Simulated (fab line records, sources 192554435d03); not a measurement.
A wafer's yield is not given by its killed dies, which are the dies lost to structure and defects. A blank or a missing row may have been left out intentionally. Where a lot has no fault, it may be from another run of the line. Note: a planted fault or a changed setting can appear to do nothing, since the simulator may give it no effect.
Chamber matching    flow n5 finfet    N5_MOL_CONTACT_COAG_CMP_28 on cmp-03 has 4 sister chambers
The step polishes, stops on SiNx, t overpolish 0.85 s, target thk 14.522 nm. 4 wafers are shown with their chamber, then 12 later ones without.

## WAFERS PAIRED WITH THEIR CHAMBERS
wafer   chamber  motor current A (A)
L083.6  0        13.2
L085.4  1        12.0
L085.5  3        11.3
L085.6  2        10.7

## WAFERS MISSING THEIR CHAMBER
wafer   motor current A (A)
L086.2  12.8
L086.4  11.5
L086.5  10.6
L088.1  11.1
L088.3  11.8
L088.4  12.0
L094.2  12.3
L094.3  10.4
L094.6  11.5
L095.1  13.1
L095.3  11.5
L095.5  12.8

## CHAMBER TAKEN BY EACH
wafer    from the rows above       in truth
L086.2   can't be placed: 0 or 1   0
L086.4   can't be placed: 3 or 1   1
L086.5   2                         2
L088.1   can't be placed: 3 or 2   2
L088.3   can't be placed: 1 or 3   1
L088.4   1                         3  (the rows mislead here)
L094.2   1                         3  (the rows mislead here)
L094.3   2                         2
L094.6   can't be placed: 3 or 1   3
L095.1   0                         0
L095.3   can't be placed: 3 or 1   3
L095.5   can't be placed: 0 or 1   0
3 of 12 placed correctly. Can't be placed from these rows: 7 (the true chamber is among the candidates in 7). Wrongly placed: 2.
How it was worked out, from the rows above alone: a wafer's distance from a chamber is the root of the sum, over the readings, of the square of ((its reading less the chamber's mean) divided by the reading's scatter). If the next closest chamber is less than 2 further off than the closest, the wafer can't be placed; otherwise it belongs to the closest. For every chamber, the mean is computed from those of its wafers that are shown. The scatter: root of mean squared gap, hidden wafer to nearest shown wafer, with one shown wafer a chamber.
